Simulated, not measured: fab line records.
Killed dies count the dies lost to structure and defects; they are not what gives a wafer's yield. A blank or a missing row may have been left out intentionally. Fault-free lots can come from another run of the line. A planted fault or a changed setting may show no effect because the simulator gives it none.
Chamber matching -- flow n5 finfet -- pecvd-02 running N5_FIN_SAQP_PECVD_06: 3 sister chambers
The step deposits a-Si from SiH4/He, target thk 60 nm, time 48.1 s. 3 wafers are shown with their chamber, then 8 later ones without.

== WAFERS, EACH WITH ITS CHAMBER ==
wafer,chamber,showerhead plenum p Torr (Torr)
L090.2,1,5.73
L090.4,0,5.67
L091.1,2,5.64

== WAFERS WITH NO CHAMBER GIVEN ==
wafer,showerhead plenum p Torr (Torr)
L091.3,5.67
L091.4,5.65
L093.1,5.66
L093.2,5.74
L093.3,5.69
L097.4,5.66
L097.5,5.65
L097.6,5.73

== THE CHAMBER EACH PASSED THROUGH ==
wafer,from the rows above,in truth
L091.3,0,0
L091.4,can't be placed: 2 or 0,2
L093.1,can't be placed: 0 or 2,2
L093.2,1,1
L093.3,can't be placed: 0 or 1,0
L097.4,can't be placed: 0 or 2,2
L097.5,can't be placed: 2 or 0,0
L097.6,1,1
Correct placement for 3 of the 8. Can't be placed from these rows: 5 (the true chamber is among the candidates in 5). 0 placed wrongly.
How it was worked out, from the rows above alone: a wafer's distance from a chamber is the root of the sum, over the readings, of the square of ((its reading less the chamber's mean) divided by the reading's scatter). The wafer belongs to the nearest chamber; if the next one is less than 2 further off, it can't be placed. A chamber's mean is the mean of its shown wafers. The scatter: root of mean squared gap, hidden wafer to nearest shown wafer, with one shown wafer a chamber.
